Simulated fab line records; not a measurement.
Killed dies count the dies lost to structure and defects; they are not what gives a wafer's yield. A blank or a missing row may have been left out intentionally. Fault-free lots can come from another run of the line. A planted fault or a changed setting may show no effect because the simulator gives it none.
Struck lot and sound lot, side by side :: flow n5-finfet :: 16 steps out of a route of 1938
Sound: these wafers, L930.3, L930.5, L930.6. Struck: wafer L933.3; the same lot's L933.5 was not struck, so it is left out; see the end for the cause.
For every step that has rows: the tool of each side, followed by ch and its chambers, followed by its first start. Under that, the readings that differ: sound wafers :: struck wafers :: difference of the means :: sigmas: that difference in standard deviations of wafers without a fault.
alike: same words and numbers on both sides, and readings whose means sit less than 2 such deviations apart. not compared: any withheld reading, any reading some wafer has no value for, any bound like >300 that may hide the same value, and any number with overlapping values for which the record gives no deviation.
The two part at a step that has a row with sigmas, a row that says differs or no value, or rows on one side only. Numbers that don't overlap but have no deviation are shown without sigmas and don't part them. Lack of a reading on every wafer of one side parts them only where that side has two or more wafers.

first, 2 steps without rows for these wafers: N5_FIN_CUT_PEB_06 (peb time 60 s); N5_FIN_CUT_DEVELOP_07 (develop time 30 s).
N5_FIN_CUT_CD_MEAS_08: the cd target is 29.1 nm.
  sound on cd-sem-01 ch 0, day 3 09:40; struck on cd-sem-03 ch 0, day 4 06:09
  alike: cd-nm
N5_FIN_CUT_OVL_MEAS_09:
  sound on overlay-02 ch 0, day 3 09:43; struck on overlay-01 ch 0, day 4 06:11
  alike: FIN_CUT_OVL
N5_FIN_CUT_INSPECT_10: inspects for defects (brightfield).
  struck on defect-inspect-02, day 4 06:14; sound on defect-inspect-01, day 3 09:46
reading: raw-defect-count
sound: 36 39 49
struck: 19
difference: -22
sigmas: -2
N5_FIN_CUT_DESCUM_13: chemistry O2, time 7 s.
  sound on rie-diel-02 ch 1,2, day 3 09:47; struck on rie-diel-02 ch 2, day 4 06:47
  alike: drypump-motor-current-A, oes-product-au, rf-vpp-V, showerhead-plenum-p-Torr, throttle-valve-pct
  not compared: rf-hours-counter-h
N5_FIN_CUT_ETCH_30: etches underlayer in N2/H2, target depth 13 nm, time 10.4 s.
  sound on rie-diel-02 ch 1,2, day 3 09:50; struck on rie-diel-02 ch 2, day 4 06:49
  alike: drypump-motor-current-A, etch-rf-on-time-s, h2-flow-sccm, oes-product-au, rf-vpp-V, showerhead-plenum-p-Torr, throttle-valve-pct
  not compared: rf-hours-counter-h
then, 1 step without rows for these wafers: N5_FIN_CUT_ETCH_20 (etches SiARC in CF4, target depth 26 nm, time 43.3 s).
N5_FIN_CUT_ETCH_21: etches SOC in N2/H2, target depth 219 nm, overetch 43.8 nm, time 523.5 s.
  sound on rie-diel-02 ch 1,2, day 3 09:53; struck on rie-diel-02 ch 2, day 4 06:52
  alike: drypump-motor-current-A, h2-flow-sccm, oes-product-au, rf-vpp-V, run-length-s, showerhead-plenum-p-Torr, throttle-valve-pct
  not compared: rf-hours-counter-h
then, 2 steps without rows for these wafers: N5_FIN_CUT_STRIP_23 (strips in N2/H2); N5_FIN_CUT_STRIP_31 (strips in N2/H2).
N5_FIN_CUT_STRIP_24: strips in CF4.
  sound on rie-diel-02 ch 1,2, day 3 10:13; struck on rie-diel-02 ch 2, day 4 07:11
  alike: cf4-flow-sccm, drypump-motor-current-A, oes-product-au, rf-vpp-V, showerhead-plenum-p-Torr, throttle-valve-pct
  not compared: rf-hours-counter-h
N5_FIN_CUT_CUT_ETCH_26: etches SiNx in CH3F/O2, target depth 39 nm, time 55.7 s.
  sound on rie-diel-02 ch 1,2, day 3 10:14; struck on rie-diel-02 ch 2, day 4 07:13
reading: run-length-s (s)
sound: 78.6 78.9 78.7
struck: 76.3
difference: -2.4
sigmas: -5

reading: model.etch.depth-nm (nm)
sound: 38.06 38.29 38.47
struck: 36.9
difference: -1.4
sigmas: 
  alike: drypump-motor-current-A, oes-product-au, rf-vpp-V, showerhead-plenum-p-Torr, throttle-valve-pct
  not compared: rf-hours-counter-h
N5_FIN_CUT_CUT_ETCH_27: etches SiO2 in CHF3/O2, target depth 4 nm, overetch 2 nm, time 4.9 s.
  sound on rie-diel-02 ch 1,2, day 3 10:16; struck on rie-diel-02 ch 2, day 4 07:16
  alike: CHF3_flow_sccm, drypump-motor-current-A, oes-product-au, rf-vpp-V, showerhead-plenum-p-Torr, throttle-valve-pct
  not compared: rf-hours-counter-h
-- record jumps: 5 days separate the struck wafers' starts on either side; left off in module FIN_CUT, taken up again in module BEOL_M4, whose first shown step is the route's number 1111 --
N5_BEOL_M4_RC_MEAS_101:
  sound on prober-01 ch 0, day 8 22:46; struck on prober-02 ch 0, day 9 16:11
  alike: DIBL_N, DIBL_P, IOFF_N, IOFF_P, ION_N, ION_P, SS_N, SS_P, VT_N, VT_P
N5_PASSIVATION_PROBE_49:
  rows exist in the record for the sound wafers here (prober-01, day 13 09:08), none for the struck ones

== WHERE THEY PART ==
Last at N5_PASSIVATION_PROBE_49 as far as this record goes, first at N5_FIN_CUT_INSPECT_10.

WHY: whatever the simulator had introduced
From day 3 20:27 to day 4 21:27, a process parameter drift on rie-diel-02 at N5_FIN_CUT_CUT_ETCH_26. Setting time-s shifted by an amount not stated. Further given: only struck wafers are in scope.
